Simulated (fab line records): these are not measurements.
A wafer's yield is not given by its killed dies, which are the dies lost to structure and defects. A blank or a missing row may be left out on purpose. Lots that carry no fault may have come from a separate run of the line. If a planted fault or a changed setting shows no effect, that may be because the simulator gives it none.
fab line records	flow n5_finfet
[record] lots = 11	wafers = 33	last_day = 17
route steps=1938 shown BEOL_M4@1105 BEOL_M5@1115
lots that met no fault: from a run of the same line without faults
start_h: start of the lot's first displayed wafer, in hours after the record's first day	wait_h: time in hours since the lot's previous step	" unchanged from the row above	L1.1+2: a row that stands for several wafers	- no value, or no start was given	* or withheld: withheld	< > ~ a bound
route shown NAME@n: a module of which the file shows steps, and the number in the route of the first	usual: mean/standard deviation taken from wafers without a fault	same: alike in all rows	chamber/n: place in a boat	sites: the reading at each site	_std_site: their standard deviation	_edge_site: mean of outer sites minus mean of inner sites	radius_mm: how far each site lies from the wafer's centre	mask NAME#n: copy n	behind: the most recent tool/chamber to have shaped the wafer	hold: reason for holding the lot/hours on hold/outcome of the hold	device: names the non-switching transistor (n, p or np)	end of line: the same wafers' tests at the end of the route	step lacking rows: just its recipe	killed: dies that structure and defects cost at the first sort, which is not the same as the wafer's yield	map: a wafer's dies, marking killed ones x, the rest . and places with no die _
set.NAME: setting as actually run; set.NAME@STEP: the setting as run at that earlier step	model.NAME: the simulator's own value behind a step, which no gauge read
a sample of lots followed through the steps of the route, with each step as a table and each wafer as a row
services: when a tool's chamber went out of use (start_h, in hours from the record's first day, below 0 if earlier), for how many hours, and the reason
[[steps]]
[step N5_BEOL_M4_PRE_CLEAN_60]
[recipe] gas = NH3/H2	time_s = 15	temp_c = *	rf_power_w = 300
[usual] heater_power_w = 81/11
[same] time_s = 15
lot.wafer	tool	chamber	start_h	wait_h	heater_power_w
L183.2	cvd_co-02	2	175.67	0.3	95
L183.3	"	1	"	"	82
L183.5	"	0	"	"	69
L185.1	cvd_co-02	2	178.68	0.0	96
L185.2	"	0	"	"	66
L185.5	"	2	"	"	95
L186.1	cvd_co-02	2	189.57	0.3	97
L186.2	"	0	"	"	68
L186.3	"	1	"	"	84
L188.1	cvd_co-01	0	201.60	0.0	85
L188.4	"	2	"	"	83
L188.5	"	0	"	"	86
L194.1	cvd_co-02	1	246.59	0.0	84
L194.2	"	2	"	"	97
L194.3	"	0	"	"	71
L195.3	cvd_co-01	1	250.76	0.0	63
L195.5	"	0	"	"	85
L195.6	"	2	"	"	85
L196.3	cvd_co-01	2	254.27	0.0	84
L196.4	"	1	"	"	64
L196.5	"	0	"	"	86
L200.2	cvd_co-01	2	256.38	0.0	82
L200.3	"	0	"	"	86
L200.6	"	1	"	"	62
L199.3	cvd_co-01	0	259.31	0.0	86
L199.4	"	2	"	"	83
L199.5	"	1	"	"	63
L201.1	cvd_co-01	2	281.88	0.0	84
L201.2	"	0	"	"	86
L201.5	"	0	"	"	83
L206.1	cvd_co-02	0	309.89	0.1	71
L206.4	"	0	"	"	69
L206.6	"	1	"	"	84
[step N5_BEOL_M5_PECVD_70]
[recipe] material = SiO2	target_thk_a = 160	temp_c = 400	precursor = TEOS/O2	pressure_torr = 5.5	rf_w = 450	teos_flow_sccm = 53.8	gas = O2	flow_sccm = 3000	time_s = 18
[usual] heater_power_w = 635/80	showerhead_plenum_p_Torr = 8.79/0.072	throttle_valve_pct = 22.7/0.95
[same] time_s = 18
lot.wafer	tool	chamber	start_h	wait_h	heater_power_w	showerhead_plenum_p_Torr	throttle_valve_pct
L183.2	pecvd-04	0	177.53	0.0	674	8.70	23.1
L183.3	"	1	"	"	652	8.90	22.2
L183.5	"	1	"	"	623	8.88	22.0
L185.1	pecvd-04	0	180.53	0.0	692	8.70	22.9
L185.2	"	2	"	"	608	8.72	22.7
L185.5	"	1	"	"	640	8.89	21.9
L186.1	pecvd-02	0	191.42	0.0	723	8.86	20.9
L186.2	"	2	"	"	718	8.87	22.7
L186.3	"	1	"	"	661	8.74	23.9
L188.1	pecvd-04	2	203.53	0.0	644	8.73	23.2
L188.4	"	2	"	"	633	8.72	22.9
L188.5	"	0	"	"	682	8.70	22.8
L194.1	pecvd-04	0	248.48	0.0	630	8.70	22.8
L194.2	"	1	"	"	582	8.90	22.0
L194.3	"	1	"	"	565	8.86	22.3
L195.3	pecvd-04	1	253.01	0.1	634	8.89	22.0
L195.5	"	1	"	"	635	8.89	22.0
L195.6	"	0	"	"	565	8.70	22.9
L196.3	pecvd-03	0	256.12	0.0	493	8.79	24.3
L196.4	"	1	"	"	598	8.83	23.3
L196.5	"	0	"	"	483	8.81	24.3
L200.2	pecvd-04	1	258.51	0.0	559	8.88	22.1
L200.3	"	0	"	"	684	8.69	23.0
L200.6	"	0	"	"	671	8.70	22.9
L199.3	pecvd-03	2	261.16	0.0	651	8.76	21.6
L199.4	"	2	"	"	618	8.77	21.4
L199.5	"	1	"	"	617	8.81	22.9
L201.1	pecvd-04	0	283.73	0.0	682	8.70	23.0
L201.2	"	2	"	"	667	8.74	23.4
L201.5	"	0	"	"	684	8.68	23.1
L206.1	pecvd-04	0	311.75	0.0	558	8.69	23.0
L206.4	"	1	"	"	636	8.86	22.1
L206.6	"	2	"	"	644	8.73	23.4
[step N5_BEOL_M5_EXPOSE_08]
[recipe] mask_id = M5	na = 0.33	source_shape = annular	sigma_inner = 0.4	sigma_outer = 0.8	polarization = unpolarized	target_cd_nm = 28	dose_mj = 35.75
[usual] focus_offset_nm = 0.0/0.52
[same] na = 0.33
lot.wafer	tool	chamber	start_h	wait_h	mask	focus_offset_nm
L183.2	euv_scanner-02	0	178.76	-	M5#0	-0.8
L183.3	"	0	"	"	M5#0	-0.7
L183.5	"	0	"	"	M5#0	-1.4
L185.1	euv_scanner-02	0	181.74	-	M5#0	0.2
L185.2	"	0	"	"	M5#0	0.2
L185.5	"	0	"	"	M5#0	-0.3
L186.1	euv_scanner-01	0	192.77	-	M5#0	0.7
L186.2	"	0	"	"	M5#0	0.1
L186.3	"	0	"	"	M5#0	0.5
L188.1	euv_scanner-01	0	205.37	-	M5#0	0.0
L188.4	"	0	"	"	M5#0	-0.4
L188.5	"	0	"	"	M5#0	-0.5
L194.1	euv_scanner-01	0	250.55	-	M5#0	0.3
L194.2	"	0	"	"	M5#0	0.3
L194.3	"	0	"	"	M5#0	-0.1
L195.3	euv_scanner-01	0	254.09	-	M5#0	-0.4
L195.5	"	0	"	"	M5#0	-0.3
L195.6	"	0	"	"	M5#0	-0.3
L196.3	euv_scanner-01	0	256.59	-	M5#0	-0.3
L196.4	"	0	"	"	M5#0	-0.4
L196.5	"	0	"	"	M5#0	1.1
L200.2	euv_scanner-02	0	259.17	-	M5#0	-0.1
L200.3	"	0	"	"	M5#0	-0.4
L200.6	"	0	"	"	M5#0	0.0
L199.3	euv_scanner-02	0	264.70	-	M5#0	0.1
L199.4	"	0	"	"	M5#0	0.0
L199.5	"	0	"	"	M5#0	0.3
L201.1	euv_scanner-02	0	284.75	-	M5#0	0.7
L201.2	"	0	"	"	M5#0	0.5
L201.5	"	0	"	"	M5#0	0.4
L206.1	euv_scanner-02	0	312.75	-	M5#0	0.9
L206.4	"	0	"	"	M5#0	0.9
L206.6	"	0	"	"	M5#0	0.9
[step N5_BEOL_M5_OVL_MEAS_12]
[recipe] points_per_wafer = 522
[usual] M5_OVL = -0.3/0.68
lot.wafer	tool	chamber	start_h	wait_h	M5_OVL[nm]
L183.2	overlay-01	0	178.92	0.0	0.0
L183.3	"	0	"	"	-0.5
L183.5	"	0	"	"	-1.3
L185.1	overlay-01	0	181.90	0.0	-1.1
L185.2	"	0	"	"	0.1
L185.5	"	0	"	"	-0.7
L186.1	overlay-02	0	192.93	0.0	-0.2
L186.2	"	0	"	"	0.4
L186.3	"	0	"	"	-0.4
L188.1	overlay-01	0	205.53	0.0	0.1
L188.4	"	0	"	"	-0.6
L188.5	"	0	"	"	1.1
L194.1	overlay-01	0	250.71	0.0	6.6
L194.2	"	0	"	"	7.2
L194.3	"	0	"	"	6.0
L195.3	overlay-01	0	254.25	0.0	7.1
L195.5	"	0	"	"	7.2
L195.6	"	0	"	"	6.9
L196.3	overlay-02	0	256.75	0.0	7.9
L196.4	"	0	"	"	6.6
L196.5	"	0	"	"	7.6
L200.2	overlay-01	0	259.33	0.0	-0.3
L200.3	"	0	"	"	0.2
L200.6	"	0	"	"	-0.5
L199.3	overlay-01	0	264.86	0.0	-0.4
L199.4	"	0	"	"	0.1
L199.5	"	0	"	"	0.0
L201.1	overlay-01	0	284.91	0.0	0.4
L201.2	"	0	"	"	-0.1
L201.5	"	0	"	"	-0.3
L206.1	overlay-02	0	312.91	0.0	-1.3
L206.4	"	0	"	"	-1.5
L206.6	"	0	"	"	-1.2
[step N5_BEOL_M5_STRIP_19]
[recipe] chemistry = O2	power_w = 400	temp_c = 40	pressure_mtorr = 30	rf_frequency_hz = 6e+07	bias_power_w = 0	overash_fraction = 0.2	o2_flow_sccm = 225
[usual] drypump_motor_current_A = 5.7/0.42	oes_product_au = 0.81/0.068	rf_vpp_V = 3.7/0.52	showerhead_plenum_p_Torr = 2.12/0.081	throttle_valve_pct = 16.61/0.18
[same] overash_fraction = 0.2
lot.wafer	tool	chamber	start_h	wait_h	drypump_motor_current_A	oes_product_au	rf_hours_counter_h	rf_vpp_V	showerhead_plenum_p_Torr	throttle_valve_pct
L183.2	rie_diel-05	2	179.58	0.2	5.3	0.80	109	3.7	2.11	16.86
L183.3	"	3	"	"	6.2	0.72	223	3.9	2.14	16.67
L183.5	"	1	"	"	6.1	0.79	-	4.4	2.03	16.74
L185.1	rie_diel-04	1	182.35	0.1	5.8	0.86	51	3.1	2.22	16.64
L185.2	"	0	"	"	5.1	0.76	160	4.7	2.09	16.61
L185.5	"	1	"	"	5.8	0.85	-	3.4	2.22	16.63
L186.1	rie_diel-04	2	193.67	0.3	5.6	0.92	17	3.5	2.23	16.26
L186.2	"	0	"	"	5.1	0.76	163	3.9	2.09	16.60
L186.3	"	3	"	"	5.7	0.97	1	4.6	2.26	16.51
L188.1	rie_diel-05	3	206.92	0.1	6.2	0.71	232	3.7	2.14	16.68
L188.4	"	0	"	"	5.9	0.92	-	4.0	2.16	16.62
L188.5	"	1	"	"	6.1	0.77	-	3.2	2.03	16.76
L194.1	rie_diel-04	3	251.17	0.1	5.7	0.90	20	3.6	2.25	16.53
L194.2	"	2	"	"	5.5	0.89	34	5.3	2.22	16.31
L194.3	"	1	"	"	5.9	0.83	72	3.8	2.21	16.67
L195.3	rie_diel-01	1	254.82	0.1	6.3	0.81	90	4.3	2.02	16.34
L195.5	"	2	"	"	5.1	0.77	-	3.2	2.03	16.83
L195.6	"	3	"	"	6.0	0.76	-	3.4	2.09	16.63
L196.3	rie_diel-01	1	257.97	0.3	6.3	0.81	91	3.6	2.02	16.33
L196.4	"	3	"	"	6.0	0.75	178	4.2	2.09	16.61
L196.5	"	2	"	"	5.2	0.77	-	4.3	2.03	16.83
L200.2	rie_diel-04	1	260.36	0.1	5.9	0.82	75	3.7	2.21	16.68
L200.3	"	3	"	"	5.7	0.90	24	4.8	2.25	16.53
L200.6	"	0	"	"	5.1	0.74	-	4.1	2.08	16.63
L199.3	rie_diel-05	1	265.30	0.1	6.1	0.77	134	3.0	2.02	16.80
L199.4	"	0	"	"	5.9	0.90	35	4.8	2.15	16.65
L199.5	"	2	"	"	5.3	0.77	-	3.3	2.11	16.90
L201.1	rie_diel-01	1	285.37	0.1	6.3	0.81	100	3.4	2.02	16.36
L201.2	"	0	"	"	6.1	0.71	216	4.2	2.16	16.73
L201.5	"	1	"	"	6.4	0.80	-	3.7	2.02	16.35
L206.1	rie_diel-05	3	313.59	0.1	6.2	0.99	2	4.0	2.13	16.24
L206.4	"	0	"	"	6.0	0.87	53	3.1	2.14	16.69
L206.6	"	2	"	"	5.3	0.76	-	4.0	2.10	16.96
[[services]]
tool	chamber	start_h	hours	kind
rie_diel-01	3	154.67	14.1	repair
pecvd-03	2	164.67	13.1	repair
euv_scanner-02	-	166.41	4.6	pm
euv_scanner-02	-	183.17	1.1	repair
euv_scanner-01	-	187.69	1.0	repair
euv_scanner-01	-	188.90	1.0	pm
pecvd-04	-	189.42	0.3	repair
euv_scanner-02	-	192.83	1.5	repair
euv_scanner-02	-	196.34	3.4	repair
rie_diel-04	0	202.29	6.5	repair
euv_scanner-02	-	203.80	1.0	pm
rie_diel-05	2	205.97	1.6	repair
pecvd-03	2	210.24	18.6	repair
rie_diel-05	-	216.89	0.8	repair
rie_diel-04	2	233.69	4.1	repair
euv_scanner-01	-	245.05	1.0	pm
rie_diel-04	2	252.40	19.3	repair
euv_scanner-01	-	258.19	1.7	repair
euv_scanner-02	-	259.95	1.0	pm
pecvd-04	1	277.93	6.6	repair
cvd_co-01	-	280.61	0.2	repair
euv_scanner-01	-	289.29	0.7	repair
euv_scanner-01	-	301.20	1.0	pm
euv_scanner-02	-	303.34	0.9	repair
[[key]]
[first_sign] step = N5_BEOL_M5_OVL_MEAS_12	reading = M5_OVL	direction = up	sigmas = 11	usual = -0.3	struck = 7.0
effect none on later readings
met_at N5_BEOL_M5_EXPOSE_08
struck_lots L194,L195,L196
not_acting_at N5_BEOL_M4_PRE_CLEAN_60,N5_BEOL_M5_PECVD_70,N5_BEOL_M5_STRIP_19
onset_between 205.37 250.55
[fault] kind = scanner_matching_overlay	tool = euv_scanner-01	chamber = -	onset_h = 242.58	steps = N5_BEOL_M5_EXPOSE_08	offset = 7.7949
